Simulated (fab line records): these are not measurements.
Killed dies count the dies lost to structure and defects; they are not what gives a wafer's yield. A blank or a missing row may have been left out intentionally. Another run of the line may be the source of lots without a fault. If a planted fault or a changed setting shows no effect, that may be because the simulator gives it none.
Chamber matching || flow nandHarc || NHARC_P_BONDPAD_DESCUM_11 on rieDiel-03 has 4 sister chambers
The step chemistry O2, time 3 s. 33 wafers are shown with their chamber, then 12 later ones without.

WAFERS WITH THEIR CHAMBER
{"wafer": "L074.1", "chamber": 1, "showerheadPlenumPTorr (Torr)": 1.89, "drypumpMotorCurrentA (A)": 5.5, "oesProductAu (a.u.)": 0.982}
{"wafer": "L074.4", "chamber": 0, "showerheadPlenumPTorr (Torr)": 1.90, "drypumpMotorCurrentA (A)": 5.6, "oesProductAu (a.u.)": 1.016}
{"wafer": "L074.5", "chamber": 2, "showerheadPlenumPTorr (Torr)": 2.00, "drypumpMotorCurrentA (A)": 4.9, "oesProductAu (a.u.)": 0.999}
{"wafer": "L075.2", "chamber": 0, "showerheadPlenumPTorr (Torr)": 1.90, "drypumpMotorCurrentA (A)": 5.6, "oesProductAu (a.u.)": 1.011}
{"wafer": "L075.3", "chamber": 1, "showerheadPlenumPTorr (Torr)": 1.89, "drypumpMotorCurrentA (A)": 5.4, "oesProductAu (a.u.)": 0.989}
{"wafer": "L075.4", "chamber": 3, "showerheadPlenumPTorr (Torr)": 2.06, "drypumpMotorCurrentA (A)": 4.9, "oesProductAu (a.u.)": 0.977}
{"wafer": "L079.1", "chamber": 3, "showerheadPlenumPTorr (Torr)": 2.06, "drypumpMotorCurrentA (A)": 4.9, "oesProductAu (a.u.)": 0.976}
{"wafer": "L079.2", "chamber": 2, "showerheadPlenumPTorr (Torr)": 2.00, "drypumpMotorCurrentA (A)": 4.9, "oesProductAu (a.u.)": 0.997}
{"wafer": "L079.5", "chamber": 1, "showerheadPlenumPTorr (Torr)": 1.89, "drypumpMotorCurrentA (A)": 5.5, "oesProductAu (a.u.)": 0.989}
{"wafer": "L081.2", "chamber": 3, "showerheadPlenumPTorr (Torr)": 2.06, "drypumpMotorCurrentA (A)": 4.8, "oesProductAu (a.u.)": 0.970}
{"wafer": "L081.4", "chamber": 2, "showerheadPlenumPTorr (Torr)": 2.00, "drypumpMotorCurrentA (A)": 4.9, "oesProductAu (a.u.)": 0.989}
{"wafer": "L081.5", "chamber": 1, "showerheadPlenumPTorr (Torr)": 1.89, "drypumpMotorCurrentA (A)": 5.5, "oesProductAu (a.u.)": 0.986}
{"wafer": "L082.2", "chamber": 1, "showerheadPlenumPTorr (Torr)": 1.89, "drypumpMotorCurrentA (A)": 5.5, "oesProductAu (a.u.)": 0.995}
{"wafer": "L082.5", "chamber": 2, "showerheadPlenumPTorr (Torr)": 2.00, "drypumpMotorCurrentA (A)": 4.9, "oesProductAu (a.u.)": 0.990}
{"wafer": "L082.6", "chamber": 3, "showerheadPlenumPTorr (Torr)": 2.06, "drypumpMotorCurrentA (A)": 4.9, "oesProductAu (a.u.)": 0.979}
{"wafer": "L083.2", "chamber": 2, "showerheadPlenumPTorr (Torr)": 2.00, "drypumpMotorCurrentA (A)": 4.9, "oesProductAu (a.u.)": 0.975}
{"wafer": "L083.3", "chamber": 0, "showerheadPlenumPTorr (Torr)": 1.89, "drypumpMotorCurrentA (A)": 5.6, "oesProductAu (a.u.)": 1.006}
{"wafer": "L083.4", "chamber": 3, "showerheadPlenumPTorr (Torr)": 2.06, "drypumpMotorCurrentA (A)": 4.9, "oesProductAu (a.u.)": 0.969}
{"wafer": "L084.1", "chamber": 3, "showerheadPlenumPTorr (Torr)": 2.06, "drypumpMotorCurrentA (A)": 4.8, "oesProductAu (a.u.)": 0.976}
{"wafer": "L084.2", "chamber": 2, "showerheadPlenumPTorr (Torr)": 2.00, "drypumpMotorCurrentA (A)": 4.9, "oesProductAu (a.u.)": 0.982}
{"wafer": "L084.4", "chamber": 1, "showerheadPlenumPTorr (Torr)": 1.89, "drypumpMotorCurrentA (A)": 5.5, "oesProductAu (a.u.)": 0.989}
{"wafer": "L087.1", "chamber": 2, "showerheadPlenumPTorr (Torr)": 2.00, "drypumpMotorCurrentA (A)": 4.9, "oesProductAu (a.u.)": 0.986}
{"wafer": "L087.4", "chamber": 3, "showerheadPlenumPTorr (Torr)": 2.06, "drypumpMotorCurrentA (A)": 4.9, "oesProductAu (a.u.)": 0.983}
{"wafer": "L087.6", "chamber": 0, "showerheadPlenumPTorr (Torr)": 1.89, "drypumpMotorCurrentA (A)": 5.6, "oesProductAu (a.u.)": 1.017}
{"wafer": "L088.1", "chamber": 2, "showerheadPlenumPTorr (Torr)": 2.00, "drypumpMotorCurrentA (A)": 4.9, "oesProductAu (a.u.)": 0.988}
{"wafer": "L088.2", "chamber": 0, "showerheadPlenumPTorr (Torr)": 1.89, "drypumpMotorCurrentA (A)": 5.6, "oesProductAu (a.u.)": 1.012}
{"wafer": "L088.4", "chamber": 2, "showerheadPlenumPTorr (Torr)": 2.00, "drypumpMotorCurrentA (A)": 4.9, "oesProductAu (a.u.)": 0.998}
{"wafer": "L090.1", "chamber": 2, "showerheadPlenumPTorr (Torr)": 2.00, "drypumpMotorCurrentA (A)": 4.9, "oesProductAu (a.u.)": 0.993}
{"wafer": "L090.3", "chamber": 3, "showerheadPlenumPTorr (Torr)": 2.06, "drypumpMotorCurrentA (A)": 4.9, "oesProductAu (a.u.)": 0.996}
{"wafer": "L090.4", "chamber": 1, "showerheadPlenumPTorr (Torr)": 1.89, "drypumpMotorCurrentA (A)": 5.5, "oesProductAu (a.u.)": 0.998}
{"wafer": "L091.2", "chamber": 0, "showerheadPlenumPTorr (Torr)": 1.89, "drypumpMotorCurrentA (A)": 5.6, "oesProductAu (a.u.)": 1.024}
{"wafer": "L091.4", "chamber": 1, "showerheadPlenumPTorr (Torr)": 1.89, "drypumpMotorCurrentA (A)": 5.5, "oesProductAu (a.u.)": 0.995}
{"wafer": "L091.5", "chamber": 2, "showerheadPlenumPTorr (Torr)": 2.00, "drypumpMotorCurrentA (A)": 4.9, "oesProductAu (a.u.)": 0.977}

SIGNATURES, as means of the wafers listed above
{"reading": "showerheadPlenumPTorr", "chamber 0": 1.8933, "chamber 1": 1.8900, "chamber 2": 2.0000, "chamber 3": 2.0600, "scatter within a chamber": 0.00214}
{"reading": "drypumpMotorCurrentA", "chamber 0": 5.600, "chamber 1": 5.487, "chamber 2": 4.900, "chamber 3": 4.875, "scatter within a chamber": 0.0286}
{"reading": "oesProductAu", "chamber 0": 1.01433, "chamber 1": 0.99038, "chamber 2": 0.98855, "chamber 3": 0.97825, "scatter within a chamber": 0.0073}
Rule: for a wafer and a chamber, the distance is found by dividing, reading by reading, the gap between the wafer's reading and the chamber's mean by the reading's scatter, squaring, summing and taking the root. The wafer belongs to the nearest chamber; if the next one is less than 2 further off, it can't be placed. The scatter is the square root of a quotient: the sum, over the shown wafers, of each reading's squared deviation from its chamber's mean, divided by wafers minus chambers.

WAFERS MISSING THEIR CHAMBER
{"wafer": "L092.3", "showerheadPlenumPTorr (Torr)": 1.89, "drypumpMotorCurrentA (A)": 5.6, "oesProductAu (a.u.)": 1.017}
{"wafer": "L092.5", "showerheadPlenumPTorr (Torr)": 2.06, "drypumpMotorCurrentA (A)": 4.8, "oesProductAu (a.u.)": 0.990}
{"wafer": "L092.6", "showerheadPlenumPTorr (Torr)": 2.00, "drypumpMotorCurrentA (A)": 4.9, "oesProductAu (a.u.)": 0.978}
{"wafer": "L093.2", "showerheadPlenumPTorr (Torr)": 1.89, "drypumpMotorCurrentA (A)": 5.5, "oesProductAu (a.u.)": 0.996}
{"wafer": "L093.3", "showerheadPlenumPTorr (Torr)": 2.06, "drypumpMotorCurrentA (A)": 4.8, "oesProductAu (a.u.)": 1.002}
{"wafer": "L093.4", "showerheadPlenumPTorr (Torr)": 2.00, "drypumpMotorCurrentA (A)": 4.9, "oesProductAu (a.u.)": 0.981}
{"wafer": "L096.3", "showerheadPlenumPTorr (Torr)": 1.89, "drypumpMotorCurrentA (A)": 5.6, "oesProductAu (a.u.)": 1.019}
{"wafer": "L096.4", "showerheadPlenumPTorr (Torr)": 1.89, "drypumpMotorCurrentA (A)": 5.5, "oesProductAu (a.u.)": 0.991}
{"wafer": "L096.6", "showerheadPlenumPTorr (Torr)": 1.89, "drypumpMotorCurrentA (A)": 5.6, "oesProductAu (a.u.)": 1.030}
{"wafer": "L097.2", "showerheadPlenumPTorr (Torr)": 1.89, "drypumpMotorCurrentA (A)": 5.5, "oesProductAu (a.u.)": 0.995}
{"wafer": "L097.4", "showerheadPlenumPTorr (Torr)": 2.00, "drypumpMotorCurrentA (A)": 4.9, "oesProductAu (a.u.)": 0.979}
{"wafer": "L097.5", "showerheadPlenumPTorr (Torr)": 1.89, "drypumpMotorCurrentA (A)": 5.5, "oesProductAu (a.u.)": 0.991}

EACH ONE'S CHAMBER
{"wafer": "L092.3", "from the rows above": 0, "in truth": 0}
{"wafer": "L092.5", "from the rows above": 3, "in truth": 3}
{"wafer": "L092.6", "from the rows above": 2, "in truth": 2}
{"wafer": "L093.2", "from the rows above": 1, "in truth": 1}
{"wafer": "L093.3", "from the rows above": 3, "in truth": 3}
{"wafer": "L093.4", "from the rows above": 2, "in truth": 2}
{"wafer": "L096.3", "from the rows above": 0, "in truth": 0}
{"wafer": "L096.4", "from the rows above": 1, "in truth": 1}
{"wafer": "L096.6", "from the rows above": 0, "in truth": 0}
{"wafer": "L097.2", "from the rows above": 1, "in truth": 1}
{"wafer": "L097.4", "from the rows above": 2, "in truth": 2}
{"wafer": "L097.5", "from the rows above": 1, "in truth": 1}
Placed correctly: 12 of 12. Not placeable from these rows: 0. 0 placed wrongly.
